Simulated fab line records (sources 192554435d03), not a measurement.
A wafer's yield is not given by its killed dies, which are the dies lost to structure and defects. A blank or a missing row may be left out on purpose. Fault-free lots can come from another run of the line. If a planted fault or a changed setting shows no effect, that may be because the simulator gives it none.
fab line records	flow n5-finfet
record lots=5	wafers=12	last-day=18
route steps=1938 shown BEOL_M3@1001 BEOL_M4@1021 PASSIVATION@1936
lots with no fault: from the same line, run without faults
start-h: hours from the record's opening day to when the first of the lot's shown wafers began	wait-h: hours since the lot's step before	" identical to the entry in the row above	L1.1+2: one row covering several wafers at once	- no value, or no start given	* or withheld: withheld	< > ~ a bound
route shown NAME@n: NAME is a module with steps in the file, n the number in the route of the first one	usual: mean/standard deviation of fault-free wafers	same: alike in all rows	chamber/n: place in a boat	sites: the reading at each site	_std_site: the standard deviation of these	_edge_site: inner sites' mean taken away from outer sites' mean	radius-mm: how far each site lies from the wafer's centre	mask NAME#n: copy n	behind: the most recent tool/chamber to have shaped the wafer	hold: why the lot went on hold/how many hours it stayed there/how the hold came to an end	device: the transistor (n, p or np) that didn't switch	end of line: the route-end tests of the same wafers	where a step has no rows: the recipe by itself	killed: dies that structure and defects cost at the first sort, which is not the same as the wafer's yield	map: dies across one wafer; x = killed, . = not, _ = none there
set.NAME: the setting the step ran with; set.NAME@STEP: the setting that earlier step ran with	model.NAME: the simulator's own value behind a step, which no gauge read
lots at some steps of the route; a table a step, a row a wafer
services: from which hour (start-h, from the record's first day; less than 0 if before it) a tool's chamber was out of use, for how many hours, and why
## steps
# step N5_BEOL_M3_ANNEAL_87
# recipe temp-c=400	time-s=240	ambient=vacuum
# step N5_BEOL_M3_SPUTTER_88
# recipe material=Cu	target-thk-a=45	temp-c=-20	chamber-pressure-pa=0.07	power-w=withheld	time-s=8.29
# step N5_BEOL_M3_ANNEAL_89
# recipe temp-c=400	time-s=240	ambient=vacuum
# step N5_BEOL_M3_SPUTTER_90
# recipe material=Cu	target-thk-a=45	temp-c=-20	chamber-pressure-pa=0.07	power-w=withheld	time-s=8.29
# step N5_BEOL_M3_ANNEAL_91
# recipe temp-c=400	time-s=240	ambient=vacuum
# step N5_BEOL_M3_SPUTTER_92
# recipe material=Cu	target-thk-a=45	temp-c=-20	chamber-pressure-pa=0.07	power-w=withheld	time-s=8.29
# step N5_BEOL_M3_ANNEAL_93
# recipe temp-c=400	time-s=240	ambient=vacuum
# step N5_BEOL_M3_SPUTTER_94
# recipe material=Cu	target-thk-a=45	temp-c=-20	chamber-pressure-pa=0.07	power-w=withheld	time-s=8.29
# step N5_BEOL_M3_ANNEAL_95
# recipe temp-c=400	time-s=240	ambient=vacuum
# step N5_BEOL_M3_SPUTTER_96
# recipe material=Cu	target-thk-a=45	temp-c=-20	chamber-pressure-pa=0.07	power-w=withheld	time-s=8.29
# step N5_BEOL_M3_ECD_50
# recipe material=Cu	target-thk-a=3000
# step N5_BEOL_M3_ANNEAL_51
# recipe temp-c=225	time-s=90	ambient=N2
# step N5_BEOL_M3_CMP_52
# recipe stop-on=SiOC	t-overpolish-s=6.8	down-force-psi=1	platen-rpm=50	clearing-platen-down-force-psi=1.5	clearing-platen-rpm=50	post-cmp-clean=cu-alkaline	target-thk-nm=40	clearing-platen-pad-velocity-m-s=0.99484	pad-velocity-m-s=0.99484
# usual barrier-field-endpoint-s=24.4/0.84	motor-current-A=6.3/0.6	overpolish-run-s=6.799/0.009	time-to-endpoint-s=63/4.7
lot.wafer	tool	chamber	start-h	wait-h	barrier-field-endpoint-s	motor-current-A	overpolish-run-s	time-to-endpoint-s
L803.3	cmp-02	1	179.49	0.2	24.7	5.7	6.800	66
L803.5	"	3	"	"	24.3	6.1	6.792	64
L803.6	"	0	"	"	25.0	6.7	6.792	64
L815.3	cmp-02	1	255.40	0.2	41.1	5.6	0.032	81
L815.5	"	0	"	"	24.5	6.3	6.791	61
L816.2	cmp-02	3	271.83	0.3	41.1	6.7	0.044	81
L816.3	"	0	"	"	41.1	6.2	0.038	83
L818.3	cmp-02	0	284.42	0.2	41.1	6.5	0.040	81
L818.4	"	1	"	"	25.0	5.9	6.786	62
L822.4	cmp-04	0	303.27	0.1	25.5	7.2	6.792	66
L822.1	"	1	"	"	24.5	7.5	6.804	61
L822.6	"	1	"	"	24.2	6.9	6.802	62
# step N5_BEOL_M3_THK_MEAS_53
# recipe thk-meas-gauge=xrf	reads=Cu_of_BEOL_M3_ECD_50
# usual M3_THK=39.3/2
lot.wafer	tool	chamber	start-h	wait-h	M3_THK[nm]
L803.3	film-metro-01	-	179.72	-	39.8
L803.5	"	-	"	"	41.8
L803.6	"	-	"	"	42.8
L815.3	film-metro-02	-	255.66	-	149.4
L815.5	"	-	"	"	41.0
L816.2	film-metro-02	-	272.05	-	165.9
L816.3	"	-	"	"	152.6
L818.3	film-metro-02	-	284.68	-	148.0
L818.4	"	-	"	"	39.9
L822.1	film-metro-01	-	303.57	-	39.1
L822.4	"	-	"	"	42.4
L822.6	"	-	"	"	41.0
# step N5_BEOL_M3_PRE_CLEAN_60
# recipe gas=NH3/H2	time-s=15	temp-c=*	rf-power-w=300
# step N5_BEOL_M3_CO_CAP_55
# recipe material=Co	target-thk-a=20	temp-c=200	precursor=CCTBA/H2	pressure-torr=30	time-s=102.1
# step N5_BEOL_M3_PRE_CLEAN_56
# recipe gas=NH3	time-s=15	temp-c=withheld	rf-power-w=300
# step N5_BEOL_M3_DEP_57
# recipe material=SiCN	target-thk-a=80	temp-c=withheld	precursor=3MS/NH3	pressure-torr=3	rf-w=202	time-s=14
# step N5_BEOL_M3_INSPECT_59
# recipe inspect-instrument=darkfield	mode=post-dep
# usual raw-defect-count=74/25
lot.wafer	tool	chamber	start-h	wait-h	raw-defect-count
L803.3	defect-inspect-01	-	180.01	0.0	53
L803.5	"	-	"	"	76
L803.6	"	-	"	"	111
L815.3	defect-inspect-01	-	255.95	0.0	5068
L815.5	"	-	"	"	62
L816.2	defect-inspect-02	-	272.39	0.0	5090
L816.3	"	-	"	"	5113
L818.3	defect-inspect-02	-	285.02	0.0	5112
L818.4	"	-	"	"	55
L822.1	defect-inspect-01	-	304.11	0.3	120
L822.4	"	-	"	"	45
L822.6	"	-	"	"	88
# step N5_BEOL_M4_ILD_DEP_00
# recipe material=SiOC	target-thk-a=790	temp-c=350	precursor=DEMS/O2	pressure-torr=5	rf-w=500	time-s=15.3
# step N5_BEOL_M4_PECVD_72
# recipe material=SiO2	target-thk-a=160	temp-c=400	precursor=TEOS/O2	pressure-torr=5.5	rf-w=450	teos-flow-sccm=53.8	gas=O2	flow-sccm=3000	time-s=18
# step N5_BEOL_M4_HM_DEP_02
# recipe material=TiN	target-thk-a=200	temp-c=25	chamber-pressure-pa=0.49996
# step N5_BEOL_M4_COAT_61
# recipe resist=SOC	temp-c=250	time-s=60	spin-rpm=1500	resist-thk-nm=60
# step N5_BEOL_M4_COAT_62
# recipe resist=SiARC	temp-c=220	time-s=60	spin-rpm=1500	resist-thk-nm=12
# step N5_BEOL_M4_COAT_73
# recipe resist=underlayer	temp-c=205	time-s=60	spin-rpm=1500	resist-thk-nm=5
# step N5_BEOL_M4_COAT_05
# recipe resist=CAR-EUV	spin-rpm=1500	resist-thk-nm=30
# step N5_BEOL_M4_EBR_07
# recipe solvent=PGMEA	ebr-width-mm=1.5
# step N5_BEOL_M4_SOFTBAKE_06
# recipe temp-c=110	time-s=60	resist=CAR-EUV
# step N5_BEOL_M4_EXPOSE_08
# recipe mask-id=M4	na=0.33	source-shape=dipole	sigma-inner=0.369	sigma-outer=0.767	polarization=unpolarized	dose-mj=41.25
# step N5_BEOL_M4_PEB_09
# recipe peb-temp-c=100	peb-time-s=60	resist=CAR-EUV
# step N5_BEOL_M4_DEVELOP_10
# recipe develop-time-s=30	developer=TMAH	resist=CAR-EUV	rinse-liquid=surfactant-rinse	dry=air-spin	dev-temp-c=23
# step N5_BEOL_M4_DESCUM_16
# recipe chemistry=O2	time-s=7	source-power-w=50	bias-power-w=20	pressure-mtorr=20	rf-frequency-hz=2.712e+07	temp-c=40	resist=CAR-EUV	o2-flow-sccm=225
# step N5_BEOL_M4_ETCH_74
# recipe chemistry=N2/H2	target=underlayer	target-depth-a=65	mask-material=CAR-EUV	time-s=5.2	ion-energy-ev=200	pressure-mtorr=30	source-w=840	bias-w=150	n2-flow-sccm=200	h2-flow-sccm=200	ends=cleared
# step N5_BEOL_M4_ETCH_63
# recipe chemistry=CF4	target=SiARC	target-depth-a=156	mask-material=CAR-EUV	time-s=26	ion-energy-ev=80	pressure-mtorr=40	source-w=545	bias-w=36	Ar_flow_sccm=100	cf4-flow-sccm=100	ends=cleared
# step N5_BEOL_M4_ETCH_64
# recipe chemistry=N2/H2	target=SOC	target-depth-a=750	overetch-a=225	mask-material=SiARC	temp-c=40	time-s=121.9	ion-energy-ev=200	pressure-mtorr=30	source-w=840	bias-w=150	n2-flow-sccm=200	h2-flow-sccm=200
# step N5_BEOL_M4_STRIP_65
# recipe chemistry=N2/H2	temp-c=40	n2-flow-sccm=200	h2-flow-sccm=200	rf-frequency-hz=6e+07
# step N5_BEOL_M4_STRIP_75
# recipe chemistry=N2/H2	temp-c=40	n2-flow-sccm=200	h2-flow-sccm=200	rf-frequency-hz=6e+07
# step N5_BEOL_M4_RC_MEAS_101
# usual DIBL_N=35.8/2.2	DIBL_P=35.3/2.7	IOFF_N=0.16/0.043	IOFF_P=0.21/0.043	ION_N=676/15	ION_P=463/9.1	SS_N=71.4/0.77	SS_P=73.0/0.79	VT_N=250/4	VT_P=-249.8/2.8
lot.wafer	tool	chamber	start-h	wait-h	DIBL_N[mV/V]	DIBL_P[mV/V]	IOFF_N[nA/um]	IOFF_P[nA/um]	ION_N[uA/um]	ION_P[uA/um]	SS_N[mV/dec]	SS_P[mV/dec]	VT_N[mV]	VT_P[mV]
L803.3	prober-02	0	197.78	0.3	33.4	31.6	0.11	0.14	666	456	70.6	72.0	255	-251.3
L803.5	"	0	"	"	34.5	35.1	0.13	0.19	653	443	71.1	73.4	252	-252.3
L803.6	"	0	"	"	34.4	32.8	0.12	0.15	675	461	70.8	72.5	256	-252.9
L815.5	prober-02	0	268.34	0.6	36.0	34.2	0.15	0.21	672	469	71.2	73.6	249	-249.8
L818.4	prober-01	0	294.62	0.5	41.0	42.9	0.29	0.33	709	482	73.2	75.2	240	-245.0
L822.1	prober-02	0	316.80	0.0	35.9	36.2	0.16	0.21	684	462	71.9	72.7	248	-250.6
L822.4	"	0	"	"	34.8	34.7	0.15	0.19	682	459	71.6	72.8	249	-249.9
L822.6	"	0	"	"	30.6	30.2	0.09	0.13	650	448	70.5	70.8	256	-255.2
# step N5_PASSIVATION_PROBE_49
# usual defect-limited-yield=91.1/1.4	killed_at_M0_to_M3=34/11	killed_at_M4_up=14/5.6	killed-at-contacts=13/5.9	killed-at-front-end=40/11	killed-at-other=4/3.1	killed-dies=105/16	killed-on-rim=14/4.2	killed-open=68/11	killed-short=34/8.4	sort_bin_4_leakage=0.01/0.11	sort_bin_5_function=5.2/0.86	sort_bin_6_memory=3.2/0.7	sort_bin_8_speed=0.1/1.1	sort-n-pass=1074/21	sort-yield-pct=91.0/1.8
# same gross-dies=1180	killed-at-back-side=0
lot.wafer	tool	chamber	start-h	wait-h	defect-limited-yield[%]	killed_at_M0_to_M3	killed_at_M4_up	killed-at-contacts	killed-at-front-end	killed-at-other	killed-dies	killed-on-rim	killed-open	killed-short	sort_bin_4_leakage[%]	sort_bin_5_function[%]	sort_bin_6_memory[%]	sort_bin_8_speed[%]	sort-n-pass	sort-yield-pct[%]
L803.3	prober-02	-	299.62	0.1	93.8	25	3	12	30	3	73	9	49	24	0	3.2	2.6	0	1107	93.8
L803.5	prober-02	-	299.72	0.2	92.9	28	17	13	24	2	84	14	51	26	0	4.6	1.9	0.1	1095	92.8
L803.6	prober-02	-	299.77	0.3	93.3	30	11	10	26	2	79	17	51	19	0	3.5	2.5	0	1101	93.3
L815.3	prober-02	-	394.25	0.1	0	1105	7	15	52	1	1180	152	57	33	0	4.5	3.0	0	0	0
L815.5	prober-02	-	394.35	0.2	92.2	24	8	22	38	0	92	13	67	21	0	4.2	3.2	0	1088	92.2
L816.2	prober-01	-	402.78	0.1	0	1129	6	10	25	10	1180	152	45	32	0	3.5	2.9	0	0	0
L816.3	prober-01	-	402.83	0.1	0	1114	16	5	38	7	1180	152	64	35	0	5.3	2.9	0	0	0
L818.3	prober-02	-	412.88	0.1	0	1120	9	22	29	0	1180	152	82	29	0	5.8	3.3	0	0	0
L818.4	prober-02	-	412.93	0.2	93.1	35	10	10	26	1	82	10	49	33	0.34	4.8	1.8	0	1094	92.7
L822.1	prober-02	-	442.80	0.0	89.0	22	32	15	61	0	130	22	81	44	0	6.9	3.2	0	1050	89.0
L822.4	prober-02	-	442.95	0.2	90.4	23	23	13	53	1	113	9	72	40	0	6.0	3.4	0	1067	90.4
L822.6	prober-02	-	443.05	0.3	88.2	17	27	9	80	6	139	31	86	53	0	6.6	4.6	0	1041	88.2
# killed by level:class
L803.3 FIN_SAQP:geometric-particle:open=10 MOL_CONTACT_COAG:geometric-particle:open=8 BEOL_M3:geometric-particle:open=7 BEOL_M1:geometric-particle:open=5 FIN_SAQP:geometric-particle:short=4 MOL_CONTACT_COAG:geometric-particle:short=4 BEOL_M0:geometric-particle:short=3 BEOL_M0:geometric-particle:open=3
L803.5 MOL_CONTACT_COAG:geometric-particle:open=11 BEOL_M3:geometric-particle:open=9 GATE_CUT:geometric-particle:short=7 BEOL_M0_SAQP:geometric-particle:open=4 BEOL_M0:geometric-particle:open=4 BEOL_M2:geometric-particle:open=4 STI_FIN_REVEAL:geometric-particle:open=3 BEOL_M4:geometric-particle:short=3
L803.6 MOL_CONTACT_COAG:geometric-particle:open=9 BEOL_M2:geometric-particle:open=8 HKMG_FIN:area-etch=8 STARTING-WAFER:geometric-particle:open=5 BEOL_M3:geometric-particle:open=4 FIN_SAQP:geometric-particle:open=3 BEOL_M0_SAQP:geometric-particle:short=3 BEOL_M0:geometric-particle:open=3
L815.3 BEOL_M3:area-cmp=1089 DUMMY_GATE:geometric-particle:open=13 MOL_CONTACT_COAG:geometric-particle:open=12 FIN_SAQP:geometric-particle:short=10 FIN_SAQP:geometric-particle:open=10 STI_FIN_REVEAL:geometric-particle:open=4 BEOL_M0_SAQP:geometric-particle:short=4 BEOL_M2:geometric-particle:open=3
L815.5 MOL_CONTACT_COAG:geometric-particle:open=21 BEOL_M1:geometric-particle:open=8 STI_FIN_REVEAL:geometric-particle:open=6 FIN_SAQP:geometric-particle:open=5 DUMMY_GATE:geometric-particle:open=5 GATE_CUT:geometric-particle:short=5 BEOL_M3:geometric-particle:open=4 STARTING-WAFER:geometric-particle:short=4
L816.2 BEOL_M3:area-cmp=1103 BEOL_M0_SAQP:geometric-particle:short=9 MOL_CONTACT_COAG:geometric-particle:open=8 BEOL_M0_SAQP:geometric-particle:open=8 FIN_SAQP:geometric-particle:short=7 FIN_SAQP:geometric-particle:open=6 BEOL_M3:geometric-particle:open=5 MIM_TOP_ETCH:geometric-particle:short=4
L816.3 BEOL_M3:area-cmp=1081 FIN_SAQP:geometric-particle:short=16 BEOL_M0_SAQP:geometric-particle:open=9 BEOL_M1:geometric-particle:open=9 FIN_SAQP:geometric-particle:open=7 BEOL_M0_SAQP:geometric-particle:short=7 BEOL_M4:geometric-particle:open=6 BEOL_M7:geometric-particle:open=6
L818.3 BEOL_M3:area-cmp=1069 BEOL_M3:geometric-particle:open=17 MOL_CONTACT_COAG:geometric-particle:open=16 BEOL_M0_SAQP:geometric-particle:open=11 BEOL_M0_SAQP:geometric-particle:short=8 FIN_SAQP:geometric-particle:open=7 MOL_CONTACT_COAG:geometric-particle:short=6 BEOL_M1:geometric-particle:open=6
L818.4 BEOL_M0_SAQP:geometric-particle:open=10 MOL_CONTACT_COAG:geometric-particle:open=8 BEOL_M2:geometric-particle:open=7 FIN_SAQP:geometric-particle:short=5 BEOL_M2:geometric-particle:short=5 BEOL_M3:geometric-particle:open=5 STARTING-WAFER:geometric-particle:short=4 FIN_SAQP:geometric-particle:open=3
L822.1 FIN_SAQP:geometric-particle:open=20 FIN_SAQP:geometric-particle:short=19 MOL_CONTACT_COAG:geometric-particle:open=12 BEOL_M4:geometric-particle:open=10 BEOL_M5:geometric-particle:open=9 STI_FIN_REVEAL:geometric-particle:open=8 BEOL_M1:geometric-particle:open=6 BEOL_M3:geometric-particle:open=6
L822.4 FIN_SAQP:geometric-particle:short=17 FIN_SAQP:geometric-particle:open=16 BEOL_M4:geometric-particle:open=15 BEOL_M2:geometric-particle:open=9 MOL_CONTACT_COAG:geometric-particle:open=8 GATE_CUT:geometric-particle:open=5 BEOL_M3:geometric-particle:open=5 BEOL_M4:geometric-particle:short=5
L822.6 FIN_SAQP:geometric-particle:open=19 STI_FIN_REVEAL:geometric-particle:open=19 FIN_SAQP:geometric-particle:short=17 BEOL_M4:geometric-particle:open=15 BEOL_M4:geometric-particle:short=8 MOL_CONTACT_COAG:geometric-particle:open=7 GATE_CUT:geometric-particle:short=7 STI_FIN_REVEAL:geometric-particle:short=5
# map L815.3 (x killed, . not)
_________________xxxxxxxxxxxx________________
______________xxxxxxxxxxxxxxxxxx_____________
___________xxxxxxxxxxxxxxxxxxxxxxxx__________
__________xxxxxxxxxxxxxxxxxxxxxxxxxx_________
________xxxxxxxxxxxxxxxxxxxxxxxxxxxxxx_______
_______xxxxxxxxxxxxxxxxxxxxxxxxxxxxxxxx______
______xxxxxxxxxxxxxxxxxxxxxxxxxxxxxxxxxx_____
_____xxxxxxxxxxxxxxxxxxxxxxxxxxxxxxxxxxxx____
____xxxxxxxxxxxxxxxxxxxxxxxxxxxxxxxxxxxxxx___
___xxxxxxxxxxxxxxxxxxxxxxxxxxxxxxxxxxxxxxxx__
___xxxxxxxxxxxxxxxxxxxxxxxxxxxxxxxxxxxxxxxx__
__xxxxxxxxxxxxxxxxxxxxxxxxxxxxxxxxxxxxxxxxxx_
__xxxxxxxxxxxxxxxxxxxxxxxxxxxxxxxxxxxxxxxxxx_
_xxxxxxxxxxxxxxxxxxxxxxxxxxxxxxxxxxxxxxxxxxxx
_xxxxxxxxxxxxxxxxxxxxxxxxxxxxxxxxxxxxxxxxxxxx
_xxxxxxxxxxxxxxxxxxxxxxxxxxxxxxxxxxxxxxxxxxxx
_xxxxxxxxxxxxxxxxxxxxxxxxxxxxxxxxxxxxxxxxxxxx
_xxxxxxxxxxxxxxxxxxxxxxxxxxxxxxxxxxxxxxxxxxxx
_xxxxxxxxxxxxxxxxxxxxxxxxxxxxxxxxxxxxxxxxxxxx
_xxxxxxxxxxxxxxxxxxxxxxxxxxxxxxxxxxxxxxxxxxxx
_xxxxxxxxxxxxxxxxxxxxxxxxxxxxxxxxxxxxxxxxxxxx
__xxxxxxxxxxxxxxxxxxxxxxxxxxxxxxxxxxxxxxxxxx_
__xxxxxxxxxxxxxxxxxxxxxxxxxxxxxxxxxxxxxxxxxx_
___xxxxxxxxxxxxxxxxxxxxxxxxxxxxxxxxxxxxxxxx__
___xxxxxxxxxxxxxxxxxxxxxxxxxxxxxxxxxxxxxxxx__
____xxxxxxxxxxxxxxxxxxxxxxxxxxxxxxxxxxxxxx___
_____xxxxxxxxxxxxxxxxxxxxxxxxxxxxxxxxxxxx____
______xxxxxxxxxxxxxxxxxxxxxxxxxxxxxxxxxx_____
_______xxxxxxxxxxxxxxxxxxxxxxxxxxxxxxxx______
________xxxxxxxxxxxxxxxxxxxxxxxxxxxxxx_______
__________xxxxxxxxxxxxxxxxxxxxxxxxxx_________
___________xxxxxxxxxxxxxxxxxxxxxxxx__________
______________xxxxxxxxxxxxxxxxxx_____________
_________________xxxxxxxxxxxx________________
# map L816.2 (x killed, . not)
_________________xxxxxxxxxxxx________________
______________xxxxxxxxxxxxxxxxxx_____________
___________xxxxxxxxxxxxxxxxxxxxxxxx__________
__________xxxxxxxxxxxxxxxxxxxxxxxxxx_________
________xxxxxxxxxxxxxxxxxxxxxxxxxxxxxx_______
_______xxxxxxxxxxxxxxxxxxxxxxxxxxxxxxxx______
______xxxxxxxxxxxxxxxxxxxxxxxxxxxxxxxxxx_____
_____xxxxxxxxxxxxxxxxxxxxxxxxxxxxxxxxxxxx____
____xxxxxxxxxxxxxxxxxxxxxxxxxxxxxxxxxxxxxx___
___xxxxxxxxxxxxxxxxxxxxxxxxxxxxxxxxxxxxxxxx__
___xxxxxxxxxxxxxxxxxxxxxxxxxxxxxxxxxxxxxxxx__
__xxxxxxxxxxxxxxxxxxxxxxxxxxxxxxxxxxxxxxxxxx_
__xxxxxxxxxxxxxxxxxxxxxxxxxxxxxxxxxxxxxxxxxx_
_xxxxxxxxxxxxxxxxxxxxxxxxxxxxxxxxxxxxxxxxxxxx
_xxxxxxxxxxxxxxxxxxxxxxxxxxxxxxxxxxxxxxxxxxxx
_xxxxxxxxxxxxxxxxxxxxxxxxxxxxxxxxxxxxxxxxxxxx
_xxxxxxxxxxxxxxxxxxxxxxxxxxxxxxxxxxxxxxxxxxxx
_xxxxxxxxxxxxxxxxxxxxxxxxxxxxxxxxxxxxxxxxxxxx
_xxxxxxxxxxxxxxxxxxxxxxxxxxxxxxxxxxxxxxxxxxxx
_xxxxxxxxxxxxxxxxxxxxxxxxxxxxxxxxxxxxxxxxxxxx
_xxxxxxxxxxxxxxxxxxxxxxxxxxxxxxxxxxxxxxxxxxxx
__xxxxxxxxxxxxxxxxxxxxxxxxxxxxxxxxxxxxxxxxxx_
__xxxxxxxxxxxxxxxxxxxxxxxxxxxxxxxxxxxxxxxxxx_
___xxxxxxxxxxxxxxxxxxxxxxxxxxxxxxxxxxxxxxxx__
___xxxxxxxxxxxxxxxxxxxxxxxxxxxxxxxxxxxxxxxx__
____xxxxxxxxxxxxxxxxxxxxxxxxxxxxxxxxxxxxxx___
_____xxxxxxxxxxxxxxxxxxxxxxxxxxxxxxxxxxxx____
______xxxxxxxxxxxxxxxxxxxxxxxxxxxxxxxxxx_____
_______xxxxxxxxxxxxxxxxxxxxxxxxxxxxxxxx______
________xxxxxxxxxxxxxxxxxxxxxxxxxxxxxx_______
__________xxxxxxxxxxxxxxxxxxxxxxxxxx_________
___________xxxxxxxxxxxxxxxxxxxxxxxx__________
______________xxxxxxxxxxxxxxxxxx_____________
_________________xxxxxxxxxxxx________________
## services
tool	chamber	start-h	hours	kind
cmp-04	-	173.15	2.0	repair
cmp-04	-	176.37	6.5	pm
cmp-04	-	183.67	2.0	repair
cmp-02	-	194.72	1.6	repair
cmp-02	-	211.88	4.0	pm
cmp-02	-	215.88	-	consumable-replace:conditioner
cmp-02	-	215.88	-	consumable-replace:pad
cmp-04	-	230.79	1.2	repair
cmp-04	-	244.92	0.5	repair
cmp-02	-	248.49	1.5	repair
cmp-02	-	265.06	3.1	repair
cmp-02	-	288.20	4.3	pm
cmp-04	-	292.27	0.3	repair
## key
first-sign step=N5_BEOL_M3_CMP_52	reading=overpolish-run-s	direction=down	sigmas=99+	usual=6.799	struck=0.038
effect step=N5_BEOL_M3_CMP_52	reading=barrier-field-endpoint-s	direction=up	sigmas=20	usual=24.4	struck=41.1
effect step=N5_BEOL_M3_THK_MEAS_53	reading=M3_THK	direction=up	sigmas=57	usual=39.3	struck=154.0
effect step=N5_BEOL_M3_INSPECT_59	reading=raw-defect-count	direction=up	sigmas=99+	usual=74	struck=5096
effect step=N5_PASSIVATION_PROBE_49	reading=killed_at_M0_to_M3	direction=up	sigmas=96	usual=34	struck=1117
more-kills-born-at N5_BEOL_M3_CMP_52@cmp-02=4342
met-at N5_BEOL_M3_CMP_52
struck-wafers L815.3,L816.2,L816.3,L818.3
later-rows-left-out L815.3,L816.2,L816.3,L818.3
onset-between 179.49 255.40
fault kind=process-parameter-drift	tool=cmp-02	chamber=-	onset-h=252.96	steps=N5_BEOL_M3_CMP_52	channel=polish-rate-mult	offset=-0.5	shape=step	end-h=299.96	scope=struck-wafers-only
# later-rows-left-out: the simulator's readings of these wafers behind a module that went badly wrong aren't trusted and aren't shown, but for the sort
